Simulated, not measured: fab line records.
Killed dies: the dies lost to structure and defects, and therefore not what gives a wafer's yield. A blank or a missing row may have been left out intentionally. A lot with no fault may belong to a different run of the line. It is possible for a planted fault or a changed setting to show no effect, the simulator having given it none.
Check of tool commonality | flow nand harc | 39 wafers sampled across 13 lots

WHY IT WAS OPENED
On 1 of the 13 lots, a flag is raised at NHARC_A_ONON_D1_THK_MEAS_14 on the reading thk nm. No-fault wafers: 999 nm, standard deviation 11.
Rule: flag the lot when none of its wafers has a number, or when each of its wafers that has one lies beyond 4 standard deviations from that mean. The rest of the lots are taken to be sound.

lot  | measured     | on            | thk nm (nm), wafer by wafer | flag
L530 | day 8 20:05  | film metro-01 | 993 992 994                 |
L531 | day 8 20:06  | film metro-01 | 1009 1008 1008              |
L532 | day 9 06:43  | film metro-02 | 995 998 1000                |
L536 | day 11 03:07 | film metro-02 | 1710 1710 1710              | FLAGGED
L541 | day 13 06:43 | film metro-02 | 1021 1021 1021              |
L543 | day 14 04:53 | film metro-02 | 998 999 1001                |
L542 | day 14 04:58 | film metro-01 | 999 998 998                 |
L545 | day 14 15:44 | film metro-02 | 986 986 986                 |
L544 | day 14 15:53 | film metro-01 | 1013 1011 1010              |
L546 | day 15 08:26 | film metro-01 | 1008 1011 1009              |
L547 | day 15 18:14 | film metro-02 | 995 994 996                 |
L548 | day 16 06:35 | film metro-02 | 1000 1000 999               |
L550 | day 16 18:52 | film metro-01 | 1007 1006 1008              |
The numbers of the flagged lots are 1710 nm on average: +711 nm against the usual, or +65 standard deviations.

WHICH TOOL EACH LOT WENT THROUGH
The record holds 1 process step before the reading, out of a route of 1302 steps. Each cell gives the tool, then ch followed by the chambers the sampled wafers passed through, then the start.
lot  | flag    | NHARC_A_ONON_D1_DEP_12
L530 |         | pecvd onon-04 ch 0, day 8 19:35
L531 |         | pecvd onon-03 ch 0, day 8 19:35
L532 |         | pecvd onon-04 ch 0, day 9 06:22
L536 | FLAGGED | pecvd onon-04 ch 0, day 11 02:39
L541 |         | pecvd onon-03 ch 0, day 13 06:13
L543 |         | pecvd onon-01 ch 0, day 14 04:26
L542 |         | pecvd onon-03 ch 0, day 14 04:28
L545 |         | pecvd onon-04 ch 0, day 14 15:14
L544 |         | pecvd onon-03 ch 0, day 14 15:22
L546 |         | pecvd onon-03 ch 0, day 15 07:55
L547 |         | pecvd onon-04 ch 0, day 15 17:43
L548 |         | pecvd onon-04 ch 0, day 16 06:08
L550 |         | pecvd onon-01 ch 0, day 16 18:22
These steps, and what they do:
- NHARC_A_ONON_D1_DEP_12: target thk 1000 nm.
- NHARC_A_ONON_D1_THK_MEAS_14: measures by ellipsometry.

FLAGGED OVER TOTAL, TOOL BY TOOL (the gauges that took the reading come last)
step                        | tool          | lots run | flagged | share of the flagged lots | sound lots run after its first flagged lot
NHARC_A_ONON_D1_DEP_12      | pecvd onon-01 | 2        | 0       | none                      | -
NHARC_A_ONON_D1_DEP_12      | pecvd onon-03 | 5        | 0       | none                      | -
NHARC_A_ONON_D1_DEP_12      | pecvd onon-04 | 6        | 1       | all                       | 3 (L545,L547,L548)
NHARC_A_ONON_D1_THK_MEAS_14 | film metro-01 | 6        | 0       | none                      | -
NHARC_A_ONON_D1_THK_MEAS_14 | film metro-02 | 7        | 1       | all                       | 5 (L541,L543,L545,L547,L548)

THE TABLE: WHAT IT ALLOWS
In 2 table rows, all flagged lots were run: pecvd onon-04 (NHARC_A_ONON_D1_DEP_12), film metro-02 (NHARC_A_ONON_D1_THK_MEAS_14).
- pecvd onon-04 at NHARC_A_ONON_D1_DEP_12: 1 of its 6 lots flagged. Sound lots ran on it after the first flagged one (L545, L547, L548), which a lasting fault on the whole tool wouldn't allow.
- film metro-02 at NHARC_A_ONON_D1_THK_MEAS_14: 1 of its 7 lots flagged. Sound lots ran on it after the first flagged one (L541, L543, L545, L547, L548), which a lasting fault on the whole tool wouldn't allow.
None of the table's rows ran every flagged lot and, after the first, no sound lot.

WHAT THE SIMULATOR PUT IN
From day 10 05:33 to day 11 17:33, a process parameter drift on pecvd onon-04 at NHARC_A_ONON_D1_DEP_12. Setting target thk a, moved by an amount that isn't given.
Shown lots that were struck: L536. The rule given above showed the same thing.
